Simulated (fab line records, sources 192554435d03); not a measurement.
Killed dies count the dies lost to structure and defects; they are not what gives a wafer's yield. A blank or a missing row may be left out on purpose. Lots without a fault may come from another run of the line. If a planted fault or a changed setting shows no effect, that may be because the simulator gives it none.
8D (eight disciplines) problem report, filled in by code || flow n5_finfet || the parts of the form that need people (team, actions taken, sign-off) are left out

## 1. PROBLEM STATEMENT
Mean of trench_depth_nm at N5_BEOL_M4_OCD_MEAS_38: 48.8 nm across 6 wafers in 2 lots; on wafers with no fault it is 55.0 nm (standard deviation 1.1). Relative to the usual mean, that is a shift of -5.6 standard deviations.
First observed at day 12 08:46: wafer L754.1, on ocd-01. The record holds 24 wafers of 8 lots with a number at this step. Rule for "out", or "out of limits": more than 4 standard deviations from the usual mean. The rest of the wafers with a number are treated as sound.

## 2. WHAT IT IS, WHAT IT ISN'T
{"question": "which readings at this step", "is": "trench_depth_nm", "is not": "-"}
{"question": "which lots", "is": "L754, L759", "is not": "L747, L751, L760, L763, L765, L767"}
{"question": "which wafers of those lots", "is": "all that have a number", "is not": "-"}
{"question": "read on which gauges", "is": "ocd-01, ocd-02", "is not": "-"}
{"question": "when", "is": "from day 12 08:46", "is not": "up to then (6 sound wafers); but 12 sound wafers of L760, L763, L765, L767 came after"}

## 3. WHAT RULES OUT EACH SUSPECT
Counting: any tool at a process step up to the reading is kept as a suspect provided that every lot that is out went through it and no sound lot did after the first of them.
- the gauge at N5_BEOL_M4_OCD_MEAS_38 has been ruled out. 2 gauges (ocd-01, ocd-02) read the wafers that are out.
- rie_diel-03 at N5_BEOL_M4_TRENCH_ETCH_37 (etches SiOC in C4F6/O2, target depth 55.555 nm, time 29.2 s): kept. It processed each lot that is out, first L754 at day 12 08:37, and no sound lot thereafter; up to then, the last sound lot it processed was L751 at day 12 01:23. Out on those wafers are its own readings of rf_fwd_power_W, rf_vpp_V.
The count leaves rie_diel-03 at N5_BEOL_M4_TRENCH_ETCH_37.

## 4. THE CAUSE (what the simulator had put in)
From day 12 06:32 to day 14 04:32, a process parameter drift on rie_diel-03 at N5_BEOL_M4_TRENCH_ETCH_37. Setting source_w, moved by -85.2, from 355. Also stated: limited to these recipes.
The count eliminated every tool but this one.

## 5. SEQUENCE OF EFFECTS, ordered by route
Rows list readings where the struck wafers' mean (over those with a number) sits beyond 3 standard deviations from the usual. Only readings whose record carries a usual standard deviation are examined. hours: median over the lots of the time between each lot's start at the first step of this table that gives one and its start at this step. sigmas: the change, counted in usual standard deviations.
{"hours": 0, "step": "N5_BEOL_M4_TRENCH_ETCH_37", "reading": "rf_fwd_power_W", "usual": "349.2 W", "on struck wafers": 263.2, "change": -85.9, "sigmas": -48}
{"hours": 0, "step": "N5_BEOL_M4_TRENCH_ETCH_37", "reading": "rf_vpp_V", "usual": "669 V", "on struck wafers": 770, "change": "+101", "sigmas": "+9.2"}
{"hours": 0, "step": "N5_BEOL_M4_OCD_MEAS_38", "reading": "trench_depth_nm", "usual": "55.0 nm", "on struck wafers": 48.8, "change": -6.2, "sigmas": -5.6}
{"hours": 4, "step": "N5_BEOL_M4_THK_MEAS_53", "reading": "M4_THK", "usual": "39.4 nm", "on struck wafers": 33.5, "change": -5.9, "sigmas": -3.9}
{"hours": 4, "step": "N5_BEOL_M4_RS_MEAS_58", "reading": "M4_RS", "usual": "0.68 ohm/sq", "on struck wafers": 0.84, "change": "+0.16", "sigmas": "+4.7"}
The process steps in it:
- N5_BEOL_M4_TRENCH_ETCH_37: etches SiOC in C4F6/O2, target depth 55.555 nm, time 29.2 s.
Later steps that measure or inspect, where all struck wafers having a row at the step show a number for every such reading and not one has moved that far: N5_BEOL_M4_RC_MEAS_101.

## 6. WHAT WOULD HAVE CAUGHT IT SOONER
2 hours passed between the start of the fault at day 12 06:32 and the first reading out of limits at a measuring or inspecting step in this record, taken at day 12 08:46.
The tool's own readings at N5_BEOL_M4_TRENCH_ETCH_37 were out on every struck wafer that the step has a row for (rf_fwd_power_W, rf_vpp_V): an alarm limit on them would have fired on the first of those.
Among the 2 lots that are out, L759 began N5_BEOL_M4_TRENCH_ETCH_37 on rie_diel-03 after day 12 08:46. Holding the tool at that time would have saved it.
